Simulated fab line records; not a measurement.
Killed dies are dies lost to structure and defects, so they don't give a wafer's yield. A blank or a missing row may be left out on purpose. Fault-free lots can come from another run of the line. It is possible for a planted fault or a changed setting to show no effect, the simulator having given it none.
Problem report, 8D (eight disciplines) form, completed by code ; flow n5Finfet ; the parts of the form that need people (team, actions taken, sign-off) are left out

== 1. PROBLEM STATEMENT ==
Mean of runLengthS at N5_HKMG_FIN_ETCH_55: 452.6 s across 2 wafers in 2 lots; on wafers with no fault it is 323.2 s (standard deviation 0.39). So: +99 or more standard deviations from the usual mean.
The step: etches SOC in N2/H2, target depth 240 nm, time 300 s.
Earliest sighting: wafer L951.6 on rieDiel-03 at day 8 13:02. The record has a number at this step for 26 wafers belonging to 9 lots. Rule for "out" (also "out of limits"): further than 4 standard deviations from the usual mean. All remaining wafers that have a number are taken as sound.

== 2. WHAT IT IS AND WHAT IT IS NOT ==
question;is;is not
which readings at this step;runLengthS;drypumpMotorCurrentA, oesProductAu, rfFwdPowerW, rfVppV, showerheadPlenumPTorr, throttleValvePct
which lots;L951, L953;L936, L941, L944, L946, L954, L955, L956
which wafers of those lots;L951.6, L953.2;L951.1, L951.4, L953.1, L953.5
read on which tools;rieDiel-03;rieDiel-04, rieDiel-06
when;from day 8 13:02;"up to then (13 sound wafers); but 11 sound wafers of L953, L954, L955, L956 came after"

== 3. SUSPECTS, AND WHAT RULES EACH OUT ==
Counting: any tool at a process step up to the reading remains a suspect provided it ran every lot that is out. Sound lots after the first of them don't rule it out here, since some wafers of a struck lot are sound.
- rieDiel-03 at N5_HKMG_FIN_ETCH_54 (etches SiARC in CF4, target depth 45.5 nm, time 75.8 s): kept. Ran every lot that is out, first one L951 (day 8 12:59); last sound lot up to then L946 (day 7 05:59).
- rieDiel-03 at N5_HKMG_FIN_ETCH_55 (etches SOC in N2/H2, target depth 240 nm, time 300 s): kept. Ran every lot that is out, first one L951 (day 8 13:02); last sound lot up to then L946 (day 7 06:03). Out on those wafers are its own readings of runLengthS.
- rieDiel-03, N5_HKMG_FIN_ETCH_54: wafers that are out in chamber 0, sound lot-mates in chambers 1, 2.
- rieDiel-03, N5_HKMG_FIN_ETCH_55: wafers that are out in chamber 0, sound lot-mates in chambers 1, 2.
The count leaves rieDiel-03 at N5_HKMG_FIN_ETCH_55 and rieDiel-03 at N5_HKMG_FIN_ETCH_54.

== 4. THE CAUSE (what the simulator had put in) ==
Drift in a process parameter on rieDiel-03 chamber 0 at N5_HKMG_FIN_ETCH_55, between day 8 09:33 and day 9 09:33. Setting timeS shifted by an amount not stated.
Counting leaves 2 suspects; this tool is one of them.

== 5. THE EFFECT CHAIN, in route order ==
Each row: a reading where the mean over the struck wafers with a number is more than 3 standard deviations away from the usual. Only readings for which the record gives a usual standard deviation are gone through. hours: the time from each lot's start at the first step in this table that gives one to its start at this step, as a median over the lots. sigmas: the change in usual standard deviations.
hours;step;reading;usual;on struck wafers;change;sigmas
0;N5_HKMG_FIN_ETCH_55;runLengthS;323.2 s;452.6;+129.4;+99 or more
Process steps it contains:
- N5_HKMG_FIN_ETCH_55: etches SOC in N2/H2, target depth 240 nm, time 300 s.
Later measuring or inspecting steps at which every struck wafer that the step has a row for has a number for every such reading, and none has moved that far: N5_BEOL_M4_RC_MEAS_101.

== 6. HOW IT WOULD HAVE BEEN CAUGHT EARLIER ==
The fault began at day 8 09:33; the first out-of-limits reading in this record came at day 8 13:02, 3 hours later.
